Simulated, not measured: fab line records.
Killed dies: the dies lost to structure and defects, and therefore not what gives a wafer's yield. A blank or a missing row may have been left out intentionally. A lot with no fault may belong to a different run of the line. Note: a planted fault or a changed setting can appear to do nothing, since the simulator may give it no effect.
A single fault, viewed from 2 desks -- flow n5Finfet -- what lay behind the numbers comes last; until then each desk has only its own

== FROM THE METROLOGY DESK ==
What the gauges read, lot by lot, whatever tool the lot ran on: means of the sampled wafers that have a number. If a lot's mean is further than 4 standard deviations from the usual mean, the lot is out of limits and carries the mark OUT (the distance appears in the brackets). Of its 12 readings 7 are shown: the one that was out of limits first, and those that lie furthest out on some lot.
Columns: A = M1_ILD_THK at N5_BEOL_M1_THK_MEAS_01, usual 79.1 nm; B = M1_THK at N5_BEOL_M1_THK_MEAS_53, usual 40.1 nm; C = DIBL_P at N5_BEOL_M4_RC_MEAS_101, usual 37.3 mV/V; D = ION_N at N5_BEOL_M4_RC_MEAS_101, usual 675 uA/um; E = ION_P at N5_BEOL_M4_RC_MEAS_101, usual 460 uA/um; F = SS_P at N5_BEOL_M4_RC_MEAS_101, usual 73.6 mV/dec; G = VT_P at N5_BEOL_M4_RC_MEAS_101, usual -250 mV
lot,first seen here,A,B,C,D,E,F,G
L765,day 6 04:44,79.8,41.1,38.6,677,456,74.9,-249
L766,day 6 10:55,78.7,38.8,37.1,668,460,73.8,-251
L769,day 7 07:12,78.1,38.2,39.1,682,469,73.0,-246
L772,day 7 23:32,78.4,40.0,40.1,684,470,74.5,-247
L773,day 8 02:50,78.7,38.8,38.7,688,470,73.7,-244
L775,day 8 18:39,79.6,39.8,36.2,660,454,73.4,-251
L779,day 10 02:23,79.7,43.2,38.5,676,461,73.4,-250
L781,day 10 10:35,79.0,38.9,33.6,657,447,72.9,-255
L783,day 10 17:07,63.1 (-15) OUT,40.0,33.2,674,461,72.8,-252
L786,day 11 13:32,78.2,39.8,38.9,681,468,73.9,-247
This desk's finding: out of limits on L783; first on L783, day 10 17:07 (M1_ILD_THK at N5_BEOL_M1_THK_MEAS_01). L765, L766, L769, L772, L773, L775, L779, L781, L786: within limits.

== TOOL OWNER'S DESK, pecvd-03 ==
The tool's own readings at N5_BEOL_M1_ILD_DEP_00 (deposits SiOC from DEMS/O2, target thk 79 nm, time 15.3 s): means of the sampled wafers that have a number, for each lot that ran on this tool. If a lot's mean is further than 4 standard deviations from the usual mean, the lot is out of limits and carries the mark OUT (the distance appears in the brackets).
Columns: A = heaterPowerW at N5_BEOL_M1_ILD_DEP_00, usual 519 W; B = showerheadPlenumPTorr at N5_BEOL_M1_ILD_DEP_00, usual 5.693 Torr; C = throttleValvePct at N5_BEOL_M1_ILD_DEP_00, usual 11.7 %
lot,first seen here,A,B,C
L766,day 6 10:51,487,5.693,12.0
L775,day 8 18:35,484,5.688,11.8
L781,day 10 10:30,501,5.703,12.0
L783,day 10 17:02,537,5.710,12.1
This desk found nothing out of limits on any of the 4 lots.

== PUT TOGETHER ==
An alarm was possible from the metrology desk at day 10 17:07, on L783.
The desk of the tool owner found nothing out of limits.
Tool owner's desk: L783 on record, inside its limits.
Every lot named ran N5_BEOL_M1_ILD_DEP_00 on pecvd-03.

== WHAT THE SIMULATOR PUT IN ==
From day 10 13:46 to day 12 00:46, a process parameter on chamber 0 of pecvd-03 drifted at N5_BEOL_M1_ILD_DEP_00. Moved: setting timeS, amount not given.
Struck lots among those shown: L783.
Hours from the fault's start to each desk's first reading out of limits: the metrology desk, 3.
